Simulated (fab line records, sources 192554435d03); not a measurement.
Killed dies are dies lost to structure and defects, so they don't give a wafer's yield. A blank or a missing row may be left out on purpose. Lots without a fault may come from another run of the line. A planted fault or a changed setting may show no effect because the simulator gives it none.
Chamber matching | flow n5_finfet | N5_BEOL_M5_STRIP_36 on rie_diel-02: 4 sister chambers
The step strips in N2/H2. 24 wafers are shown with their chamber, then 12 later ones without.

WAFERS WITH THEIR CHAMBER
wafer  | chamber | showerhead_plenum_p_Torr (Torr) | throttle_valve_pct (%) | drypump_motor_current_A (A)
L075.2 | 0       | 2.61                            | 23.29                  | 6.1
L075.4 | 3       | 2.58                            | 24.23                  | 5.3
L075.6 | 0       | 2.61                            | 23.29                  | 6.1
L078.1 | 1       | 2.70                            | 23.77                  | 6.6
L078.3 | 0       | 2.61                            | 23.25                  | 6.1
L078.4 | 3       | 2.57                            | 24.21                  | 5.3
L079.1 | 0       | 2.61                            | 23.30                  | 6.2
L079.4 | 1       | 2.70                            | 23.72                  | 6.6
L079.6 | 3       | 2.57                            | 24.22                  | 5.2
L081.1 | 2       | 2.43                            | 23.62                  | 5.3
L081.2 | 1       | 2.69                            | 23.73                  | 6.5
L081.3 | 3       | 2.57                            | 24.21                  | 5.3
L081.4 | 0       | 2.61                            | 23.32                  | 6.1
L081.5 | 1       | 2.69                            | 23.74                  | 6.6
L081.6 | 0       | 2.60                            | 23.29                  | 6.1
L084.1 | 1       | 2.69                            | 23.70                  | 6.6
L084.4 | 2       | 2.43                            | 23.64                  | 5.3
L084.6 | 3       | 2.57                            | 24.22                  | 5.3
L087.1 | 1       | 2.69                            | 23.74                  | 6.6
L087.2 | 2       | 2.43                            | 23.60                  | 5.3
L087.3 | 3       | 2.57                            | 24.21                  | 5.2
L087.4 | 0       | 2.60                            | 23.30                  | 6.1
L087.5 | 2       | 2.43                            | 23.59                  | 5.3
L087.6 | 3       | 2.57                            | 24.23                  | 5.2

SIGNATURES (means of the wafers above)
reading                  | chamber 0 | chamber 1 | chamber 2 | chamber 3 | scatter within a chamber
showerhead_plenum_p_Torr | 2.6071    | 2.6933    | 2.4300    | 2.5714    | 0.00425
throttle_valve_pct       | 23.2914   | 23.7333   | 23.6125   | 24.2186   | 0.0192
drypump_motor_current_A  | 6.114     | 6.583     | 5.300     | 5.257     | 0.0413
Rule: a wafer's distance from a chamber is the root of the sum, over the readings, of the square of ((its reading less the chamber's mean) divided by the reading's scatter). The wafer belongs to the nearest chamber; if the next one is less than 2 further off, it can't be placed. The scatter: the root of (the sum of the squares of (reading less its chamber's mean) over the shown wafers, divided by (wafers less chambers)).

WAFERS WITHOUT THEIR CHAMBER
wafer  | showerhead_plenum_p_Torr (Torr) | throttle_valve_pct (%) | drypump_motor_current_A (A)
L091.1 | 2.60                            | 23.30                  | 6.1
L091.2 | 2.69                            | 23.76                  | 6.6
L091.6 | 2.57                            | 24.23                  | 5.3
L094.1 | 2.42                            | 23.67                  | 5.3
L094.2 | 2.56                            | 24.22                  | 5.2
L094.5 | 2.56                            | 24.26                  | 5.2
L095.2 | 2.68                            | 23.78                  | 6.6
L095.5 | 2.56                            | 24.22                  | 5.3
L095.6 | 2.42                            | 23.65                  | 5.3
L096.2 | 2.42                            | 23.66                  | 5.3
L096.4 | 2.68                            | 23.76                  | 6.6
L096.5 | 2.42                            | 23.63                  | 5.3

WHICH CHAMBER EACH WENT THROUGH
wafer  | from the rows above | in truth
L091.1 | 0                   | 0
L091.2 | 1                   | 1
L091.6 | 3                   | 3
L094.1 | 2                   | 2
L094.2 | 3                   | 3
L094.5 | 3                   | 3
L095.2 | 1                   | 1
L095.5 | 3                   | 3
L095.6 | 2                   | 2
L096.2 | 2                   | 2
L096.4 | 1                   | 1
L096.5 | 2                   | 2
Placed correctly: 12 of 12. Can't be placed from these rows: 0. Placed wrongly: 0.
